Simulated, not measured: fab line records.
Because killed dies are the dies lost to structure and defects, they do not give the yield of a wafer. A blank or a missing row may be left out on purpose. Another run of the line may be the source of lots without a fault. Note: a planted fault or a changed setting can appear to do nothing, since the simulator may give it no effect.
fab line records + flow nand-harc
record
- lots=5
- wafers=15
- last-day=32
route steps=1302 shown A_CHANNEL_HOLE_D1@482 A_CHANNEL_FILL_D1@490
lots with no fault: from the same line, run without faults
start-h: the number of hours between the record's first day and the start of the first shown wafer of the lot + wait-h: hours elapsed since this lot's preceding step + " the same as in the row above + L1.1+2: a row that stands for several wafers + - either no value or no given start + * or withheld: withheld + < > ~ a bound
route shown NAME@n: a module of which the file shows steps, and the number in the route of the first + usual: average and standard deviation across the fault-free wafers + same: alike in all rows + chamber/n: place in a boat + sites: the reading at each site + _std_site: their standard deviation + _edge_site: mean of outer sites minus mean of inner sites + radius-mm: for every site, how far away it sits from the centre of the wafer + mask NAME#n: copy n + behind: the most recent tool/chamber to have shaped the wafer + hold: why the lot was held/for how many hours/how that ended + device: names the non-switching transistor (n, p or np) + end of line: at the end of the route, the tests of the same wafers + a step without rows: its recipe alone + killed: not the wafer's yield, but the dies lost to structure and defects at the first sort + map: shows each die of a wafer: x if killed, . if not, _ if none is there
set.NAME: the setting as run; set.NAME@STEP: as run at that earlier step + model.NAME: the simulator's own value behind a step, which no gauge read
lots at selected steps of the route; one table per step, one row per wafer
services: from which hour (start-h, from the record's first day; less than 0 if before it) a tool's chamber was out of use, for how many hours, and why
## steps
# step NHARC_A_CHANNEL_HOLE_D1_STRIP_43
# recipe
- o2-flow-sccm=400
- cos-flow-sccm=20
- ar-flow-sccm=0
- bias-w=0
- chemistry=O2/COS
# step NHARC_A_CHANNEL_HOLE_D1_ETCH_44
# recipe
- target-depth-a=1400
- overetch-a=140
- time-s=77
- ion-energy-ev=100
- cf4-flow-sccm=80
- o2-flow-sccm=20
- ar-flow-sccm=0
- rf-w=300
- bias-w=100
- chemistry=CF4/O2
# usual
- drypump-motor-current-A=5.8/0.55
- oes_f_703_au=0.999/0.0051
- oes_o_777_au=1.000/0.0044
- oes-product-au=1.005/0.014
- rf-vpp-V=197.4/1.4
- showerhead-plenum-p-Torr=1.32/0.058
- throttle-valve-pct=13.397/0.0096
| lot.wafer | tool        | chamber | start-h | wait-h | drypump-motor-current-A | oes_f_703_au | oes_o_777_au | oes-product-au | rf-hours-counter-h | rf-vpp-V | showerhead-plenum-p-Torr | throttle-valve-pct |
|-----------|-------------|---------|---------|--------|-------------------------|--------------|--------------|----------------|--------------------|----------|--------------------------|--------------------|
| L507.3    | rie-diel-07 | 2       | 182.89  | 0.1    | 5.2                     | 1.009        | 1.005        | 0.986          | 6                  | 197.0    | 1.28                     | 13.372             |
| L507.4    | "           | 3       | "       | "      | 6.2                     | 1.004        | 0.999        | 1.029          | 4                  | 197.8    | 1.35                     | 13.392             |
| L507.5    | "           | 0       | "       | "      | 6.6                     | 0.999        | 1.000        | 1.013          | -                  | 195.9    | 1.27                     | 13.414             |
| L516.1    | rie-diel-06 | 0       | 275.80  | 0.1    | 6.1                     | 1.003        | 1.001        | 1.009          | 40                 | 197.4    | 1.31                     | 13.402             |
| L516.2    | "           | 2       | "       | "      | 6.3                     | 1.001        | 1.003        | 1.003          | 47                 | 196.2    | 1.23                     | 13.409             |
| L516.5    | "           | 3       | "       | "      | 6.2                     | 0.996        | 1.005        | 0.990          | -                  | 197.2    | 1.31                     | 13.389             |
| L525.1    | rie-diel-07 | 1       | 364.45  | 0.1    | 5.3                     | 0.998        | 1.000        | 0.994          | 5                  | 197.0    | 1.29                     | 13.412             |
| L525.3    | "           | 2       | "       | "      | 5.2                     | 1.000        | 0.994        | 1.001          | 5                  | 196.6    | 1.28                     | 13.394             |
| L525.5    | "           | 1       | "       | "      | 5.3                     | 0.999        | 0.995        | 0.992          | -                  | 196.0    | 1.29                     | 13.390             |
| L527.4    | rie-diel-07 | 3       | 386.50  | 0.1    | 6.2                     | 0.997        | 1.002        | 1.018          | 7                  | 197.4    | 1.35                     | 13.388             |
| L527.5    | "           | 0       | "       | "      | 6.6                     | 1.001        | 0.997        | 1.008          | -                  | 195.7    | 1.27                     | 13.399             |
| L527.6    | "           | 1       | "       | "      | 5.3                     | 1.002        | 1.002        | 0.982          | -                  | 196.8    | 1.29                     | 13.392             |
| L528.3    | rie-diel-10 | 2       | 398.51  | 0.1    | 5.1                     | 0.998        | 0.998        | 1.020          | 46                 | 199.2    | 1.44                     | 13.390             |
| L528.4    | "           | 3       | "       | "      | 5.7                     | 0.993        | 0.996        | 0.980          | 51                 | 198.1    | 1.35                     | 13.401             |
| L528.5    | "           | 1       | "       | "      | 5.5                     | 0.991        | 1.003        | 0.994          | -                  | 199.9    | 1.42                     | 13.404             |
# step NHARC_A_CHANNEL_HOLE_D1_STRIP_27
# recipe
- o2-flow-sccm=500
- ar-flow-sccm=0
- bias-w=0
- chemistry=O2
# usual
- drypump-motor-current-A=5.8/0.54
- oes-product-au=1.005/0.015
- rf-vpp-V=57.8/0.91
- showerhead-plenum-p-Torr=3.48/0.15
- throttle-valve-pct=17.037/0.0095
| lot.wafer | tool        | chamber | start-h | wait-h | drypump-motor-current-A | oes-product-au | rf-hours-counter-h | rf-vpp-V | showerhead-plenum-p-Torr | throttle-valve-pct |
|-----------|-------------|---------|---------|--------|-------------------------|----------------|--------------------|----------|--------------------------|--------------------|
| L507.4    | rie-diel-07 | 0       | -       | -      | 6.7                     | 1.003          | 5                  | 56.9     | 3.37                     | 17.035             |
| L507.3    | "           | 1       | "       | "      | 5.3                     | 1.003          | 6                  | 57.7     | 3.42                     | 17.023             |
| L507.5    | "           | 2       | "       | "      | 5.2                     | 0.978          | -                  | 57.2     | 3.39                     | 17.038             |
| L516.1    | rie-diel-06 | 2       | -       | -      | 6.4                     | 0.992          | 47                 | 57.6     | 3.27                     | 17.043             |
| L516.2    | "           | 3       | "       | "      | 6.2                     | 0.986          | 42                 | 58.1     | 3.45                     | 17.032             |
| L516.5    | "           | 3       | "       | "      | 6.2                     | 0.991          | -                  | 57.8     | 3.45                     | 17.027             |
| L525.3    | rie-diel-07 | 3       | -       | -      | 6.2                     | 1.019          | 4                  | 58.5     | 3.56                     | 17.033             |
| L525.1    | "           | 0       | "       | "      | 6.6                     | 1.008          | 4                  | 57.0     | 3.36                     | 17.038             |
| L525.5    | "           | 3       | "       | "      | 6.2                     | 1.008          | -                  | 56.0     | 3.56                     | 17.018             |
| L527.4    | rie-diel-07 | 3       | -       | -      | 6.2                     | 1.020          | 7                  | 58.0     | 3.56                     | 17.023             |
| L527.6    | "           | 1       | "       | "      | 5.3                     | 0.989          | -                  | 57.5     | 3.41                     | 17.035             |
| L527.5    | "           | 2       | "       | "      | 5.2                     | 0.986          | -                  | 58.5     | 3.38                     | 17.037             |
| L528.4    | rie-diel-10 | 3       | -       | -      | 5.7                     | 0.988          | 51                 | 58.6     | 3.56                     | 17.036             |
| L528.3    | "           | 1       | "       | "      | 5.5                     | 1.001          | 51                 | 59.2     | 3.74                     | 17.026             |
| L528.5    | "           | 3       | "       | "      | 5.8                     | 0.986          | -                  | 59.7     | 3.56                     | 17.040             |
# step NHARC_A_CHANNEL_HOLE_D1_PRECLEAN_28
# recipe
- time-s=*
- temp-c=50
- bath-age-min=0
- chemistry=SC1
# step NHARC_A_CHANNEL_HOLE_D1_SRD_29
# step NHARC_A_CHANNEL_HOLE_D1_CD_MEAS_30
# usual
- cd-nm=89.4/1.5
| lot.wafer | tool      | chamber | start-h | wait-h | cd-nm |
|-----------|-----------|---------|---------|--------|-------|
| L507.3    | cd-sem-03 | -       | 183.67  | -      | 89.1  |
| L507.4    | "         | -       | "       | "      | 89.8  |
| L507.5    | "         | -       | "       | "      | 91.3  |
| L516.1    | cd-sem-03 | -       | 276.76  | -      | 89.2  |
| L516.2    | "         | -       | "       | "      | 90.2  |
| L516.5    | "         | -       | "       | "      | 90.5  |
| L525.1    | cd-sem-03 | -       | 365.24  | -      | 87.0  |
| L525.3    | "         | -       | "       | "      | 88.7  |
| L525.5    | "         | -       | "       | "      | 87.6  |
| L527.4    | cd-sem-02 | -       | 387.28  | -      | 89.0  |
| L527.5    | "         | -       | "       | "      | 90.9  |
| L527.6    | "         | -       | "       | "      | 88.7  |
| L528.3    | cd-sem-03 | -       | 399.31  | -      | 91.3  |
| L528.4    | "         | -       | "       | "      | 89.9  |
| L528.5    | "         | -       | "       | "      | 92.2  |
# step NHARC_A_CHANNEL_HOLE_D1_XSEM_31
# recipe
- landing-energy-ev=35000
# usual
- bot-cd-nm=74.0/1.7
- bow-nm=8.7/0.34
- tilt-deg=0.067/0.027
| lot.wafer | tool    | chamber | start-h | wait-h | bot-cd-nm | bow-nm | tilt-deg |
|-----------|---------|---------|---------|--------|-----------|--------|----------|
| L507.3    | xsem-02 | 0       | 183.77  | 0.1    | 75.2      | 9.1    | 0.074    |
| L507.4    | "       | 0       | "       | "      | 76.1      | 9.1    | 0.074    |
| L507.5    | "       | 0       | "       | "      | 77.3      | 9.1    | 0.073    |
| L516.1    | xsem-02 | 0       | 276.86  | 0.1    | 73.2      | 8.1    | 0.023    |
| L516.2    | "       | 0       | "       | "      | 74.8      | 8.2    | 0.025    |
| L516.5    | "       | 0       | "       | "      | 75.2      | 8.2    | 0.026    |
| L525.1    | xsem-01 | 0       | 365.33  | 0.1    | 71.4      | 8.8    | 0.039    |
| L525.3    | "       | 0       | "       | "      | 72.3      | 8.9    | 0.037    |
| L525.5    | "       | 0       | "       | "      | 72.1      | 8.8    | 0.040    |
| L527.4    | xsem-02 | 0       | 387.38  | 0.1    | 72.8      | 8.6    | 0.098    |
| L527.5    | "       | 0       | "       | "      | 76.0      | 8.6    | 0.098    |
| L527.6    | "       | 0       | "       | "      | 73.3      | 8.6    | 0.095    |
| L528.3    | xsem-02 | 0       | 399.40  | 0.1    | 76.3      | 7.9    | 0.041    |
| L528.4    | "       | 0       | "       | "      | 74.6      | 8.0    | 0.041    |
| L528.5    | "       | 0       | "       | "      | 76.2      | 7.9    | 0.042    |
# step NHARC_A_CHANNEL_HOLE_D1_INSPECT_40
# usual
- raw-defect-count=74/24
| lot.wafer | tool              | chamber | start-h | wait-h | raw-defect-count |
|-----------|-------------------|---------|---------|--------|------------------|
| L507.3    | defect-inspect-02 | -       | 183.86  | -      | 92               |
| L507.4    | "                 | -       | "       | "      | 86               |
| L507.5    | "                 | -       | "       | "      | 71               |
| L516.1    | defect-inspect-01 | -       | 276.95  | -      | 53               |
| L516.2    | "                 | -       | "       | "      | 73               |
| L516.5    | "                 | -       | "       | "      | 35               |
| L525.1    | defect-inspect-02 | -       | 365.43  | -      | 58               |
| L525.3    | "                 | -       | "       | "      | 89               |
| L525.5    | "                 | -       | "       | "      | 88               |
| L527.4    | defect-inspect-02 | -       | 387.47  | -      | 80               |
| L527.5    | "                 | -       | "       | "      | 49               |
| L527.6    | "                 | -       | "       | "      | 63               |
| L528.3    | defect-inspect-01 | -       | 399.50  | -      | 76               |
| L528.4    | "                 | -       | "       | "      | 62               |
| L528.5    | "                 | -       | "       | "      | 69               |
# step NHARC_A_CHANNEL_FILL_D1_PRECLEAN_00
# recipe
- time-s=*
- temp-c=50
- bath-age-min=0
- chemistry=SC1
# step NHARC_A_CHANNEL_FILL_D1_SRD_01
# step NHARC_A_CHANNEL_FILL_D1_ALD_02
# recipe
- target-thk-a=60
- pulse-time-s=10
- ald-cycles=60
- temp-c=300
- material=SiO2
# step NHARC_A_CHANNEL_FILL_D1_ALD_03
# recipe
- target-thk-a=60
- pulse-time-s=60
- ald-cycles=58
- temp-c=630
- pressure-torr=2
- material=SiNx
# usual
- ald-cycles=58/0
- precursor-pulse-height-rel=0.998/0.019
| lot.wafer | tool             | chamber | start-h | wait-h | ald-cycles | precursor-pulse-height-rel |
|-----------|------------------|---------|---------|--------|------------|----------------------------|
| L507.3    | ald-sin-batch-01 | 0       | -       | -      | 58         | 1.013                      |
| L507.4    | "                | 0       | "       | "      | 58         | 1.025                      |
| L507.5    | "                | 0       | "       | "      | 58         | 1.018                      |
| L516.1    | ald-sin-batch-03 | 0       | -       | -      | 58         | 0.965                      |
| L516.2    | "                | 0       | "       | "      | 58         | 1.002                      |
| L516.5    | "                | 0       | "       | "      | 58         | 1.029                      |
| L525.1    | ald-sin-batch-03 | 0       | -       | -      | 58         | 0.968                      |
| L525.3    | "                | 0       | "       | "      | 58         | 0.969                      |
| L525.5    | "                | 0       | "       | "      | 58         | 0.973                      |
| L527.4    | ald-sin-batch-03 | 0       | -       | -      | 58         | 1.017                      |
| L527.5    | "                | 0       | "       | "      | 58         | 0.978                      |
| L527.6    | "                | 0       | "       | "      | 58         | 1.008                      |
| L528.3    | ald-sin-batch-01 | 0       | -       | -      | 58         | 0.999                      |
| L528.4    | "                | 0       | "       | "      | 58         | 1.004                      |
| L528.5    | "                | 0       | "       | "      | 58         | 0.979                      |
# step NHARC_A_CHANNEL_FILL_D1_ALD_14
# recipe
- target-thk-a=25
- pulse-time-s=10
- ald-cycles=25
- temp-c=300
- material=SiO2
# usual
- ald-cycles=25/0
- heater-power-w=492/47
- precursor-pulse-height-rel=1.000/0.02
| lot.wafer | tool      | chamber | start-h | wait-h | ald-cycles | heater-power-w | precursor-pulse-height-rel |
|-----------|-----------|---------|---------|--------|------------|----------------|----------------------------|
| L507.3    | ald-hk-02 | 3       | 191.10  | 0.0    | 25         | 471            | 0.977                      |
| L507.4    | "         | 1       | "       | "      | 25         | 442            | 0.980                      |
| L507.5    | "         | 0       | "       | "      | 25         | 468            | 0.978                      |
| L516.1    | ald-hk-04 | 2       | 284.21  | 0.0    | 28         | 469            | 1.001                      |
| L516.2    | "         | 0       | "       | "      | 25         | 479            | 0.980                      |
| L516.5    | "         | 2       | "       | "      | 25         | 468            | 0.994                      |
| L525.3    | ald-hk-04 | 0       | 372.64  | 0.0    | 25         | 476            | 1.028                      |
| L525.1    | "         | 1       | "       | "      | 25         | 427            | 0.999                      |
| L525.5    | "         | 1       | "       | "      | 25         | 412            | 1.015                      |
| L527.4    | ald-hk-02 | 1       | 394.78  | 0.0    | 25         | 451            | 0.991                      |
| L527.5    | "         | 1       | "       | "      | 25         | 446            | 1.015                      |
| L527.6    | "         | 2       | "       | "      | 25         | 560            | 1.013                      |
| L528.3    | ald-hk-02 | 1       | 406.69  | 0.0    | 25         | 456            | 1.006                      |
| L528.4    | "         | 0       | "       | "      | 25         | 443            | 1.017                      |
| L528.5    | "         | 2       | "       | "      | 25         | 565            | 0.983                      |
# step NHARC_A_CHANNEL_FILL_D1_ALD_15
# recipe
- target-thk-a=20
- pulse-time-s=60
- ald-cycles=19
- temp-c=630
- pressure-torr=2
- material=SiNx
# usual
- ald-cycles=19/0
- precursor-pulse-height-rel=0.996/0.02
| lot.wafer | tool             | chamber | start-h | wait-h | ald-cycles | precursor-pulse-height-rel |
|-----------|------------------|---------|---------|--------|------------|----------------------------|
| L507.3    | ald-sin-batch-01 | 0       | -       | -      | 19         | 0.996                      |
| L507.4    | "                | 0       | "       | "      | 19         | 0.995                      |
| L507.5    | "                | 0       | "       | "      | 19         | 1.032                      |
| L516.1    | ald-sin-batch-03 | 0       | -       | -      | 19         | 0.995                      |
| L516.2    | "                | 0       | "       | "      | 19         | 1.027                      |
| L516.5    | "                | 0       | "       | "      | 19         | 1.019                      |
| L525.1    | ald-sin-batch-02 | 0       | -       | -      | 19         | 0.985                      |
| L525.3    | "                | 0       | "       | "      | 19         | 1.010                      |
| L525.5    | "                | 0       | "       | "      | 19         | 1.012                      |
| L527.4    | ald-sin-batch-01 | 0       | -       | -      | 19         | 0.962                      |
| L527.5    | "                | 0       | "       | "      | 19         | 1.020                      |
| L527.6    | "                | 0       | "       | "      | 19         | 0.980                      |
| L528.3    | ald-sin-batch-01 | 0       | -       | -      | 19         | 1.024                      |
| L528.4    | "                | 0       | "       | "      | 19         | 0.997                      |
| L528.5    | "                | 0       | "       | "      | 19         | 0.987                      |
## services
| tool             | chamber | start-h | hours | kind   |
|------------------|---------|---------|-------|--------|
| ald-hk-02        | -       | 170.64  | 10.0  | pm     |
| rie-diel-07      | 0       | 175.23  | -     | clean  |
| rie-diel-07      | 1       | 175.23  | -     | clean  |
| rie-diel-07      | 2       | 175.23  | -     | clean  |
| rie-diel-06      | 3       | 181.43  | 9.7   | repair |
| rie-diel-06      | 0       | 182.83  | 2.9   | repair |
| ald-hk-02        | -       | 226.96  | 0.2   | repair |
| ald-hk-02        | -       | 234.62  | 0.8   | repair |
| rie-diel-10      | -       | 243.00  | 9.0   | pm     |
| rie-diel-06      | 1       | 252.93  | 42.4  | repair |
| ald-sin-batch-02 | -       | 266.90  | 26.0  | pm     |
| rie-diel-10      | 2       | 267.05  | 8.4   | repair |
| rie-diel-10      | -       | 286.71  | 6.6   | repair |
| rie-diel-06      | 3       | 287.12  | 1.3   | repair |
| rie-diel-07      | -       | 288.93  | 0.6   | repair |
| rie-diel-07      | -       | 294.20  | 9.0   | pm     |
| ald-hk-02        | -       | 302.21  | 1.1   | repair |
| rie-diel-06      | -       | 307.37  | 9.0   | pm     |
| rie-diel-10      | 2       | 315.87  | 12.0  | repair |
| ald-sin-batch-03 | -       | 359.59  | 6.2   | repair |
| xsem-01          | -       | 374.00  | 14.0  | pm     |
| ald-hk-04        | -       | 374.28  | 0.5   | repair |
| rie-diel-06      | -       | 384.12  | 1.8   | repair |
| ald-sin-batch-03 | -       | 395.50  | 8.7   | repair |
## key
first-sign
- step=NHARC_A_CHANNEL_FILL_D1_ALD_14
- reading=ald-cycles
- direction=up
- sigmas=99+
- usual=25
- struck=28
effect none on later readings
met-at NHARC_A_CHANNEL_FILL_D1_ALD_14
struck-wafers L516.1
tester-left-out L516
fault
- kind=process-parameter-drift
- tool=ald-hk-04
- chamber=-
- onset-h=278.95
- steps=NHARC_A_CHANNEL_FILL_D1_ALD_14
- channel=ald-cycles
- offset=3
- shape=step
- end-h=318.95
- scope=struck-wafers-only
- acts-in=these-recipes-only
- stated=25
# tester-left-out: of these lots the tester's yield and bins aren't shown, on N5 and GAA mostly nor the transistor test; their killed dies are dies lost to structure and defects alone, not to doping, threshold or leakage, so they don't give the yield
